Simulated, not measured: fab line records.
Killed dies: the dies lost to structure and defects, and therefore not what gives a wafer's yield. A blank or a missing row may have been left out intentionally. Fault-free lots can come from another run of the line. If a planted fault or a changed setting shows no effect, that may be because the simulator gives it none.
Matching of chambers ; flow n5_finfet ; N5_HKMG_FIN_ALD_74 on ald_hk-02: 4 sister chambers
The step deposits La2O3, target thk 0.5 nm, pulse time 6 s, co reactant pulse time 1 s. 4 wafers are shown with their chamber, then 11 later ones without.

== WAFERS PAIRED WITH THEIR CHAMBERS ==
wafer;chamber;heater_power_w (W)
L088.5;2;259
L089.2;0;345
L089.5;3;335
L090.2;1;336

== WAFERS WHOSE CHAMBER IS MISSING ==
wafer;heater_power_w (W)
L090.3;348
L090.6;270
L091.3;332
L091.4;325
L091.6;329
L092.3;344
L092.5;334
L092.6;266
L095.1;322
L095.3;259
L095.6;261

== CHAMBER TAKEN BY EACH ==
wafer;from the rows above;in truth
L090.3;can't be placed: 0 or 1 or 3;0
L090.6;2;2
L091.3;can't be placed: 3 or 1 or 0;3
L091.4;can't be placed: 3 or 1 or 0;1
L091.6;can't be placed: 3 or 1 or 0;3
L092.3;can't be placed: 0 or 1 or 3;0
L092.5;can't be placed: 3 or 1 or 0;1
L092.6;2;2
L095.1;can't be placed: 3 or 1 or 0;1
L095.3;2;2
L095.6;2;2
4 of 11 placed correctly. Can't be placed from these rows: 7 (the true chamber is among the candidates in 7). Number placed wrongly: 0.
How it was worked out, from the rows above alone: a wafer's distance from a chamber is the root of the sum, over the readings, of the square of ((its reading less the chamber's mean) divided by the reading's scatter). The wafer belongs to the nearest chamber; if the next one is less than 2 further off, it can't be placed. The mean given for a chamber averages the wafers shown for that chamber. The scatter: root of mean squared gap, hidden wafer to nearest shown wafer, with one shown wafer a chamber.
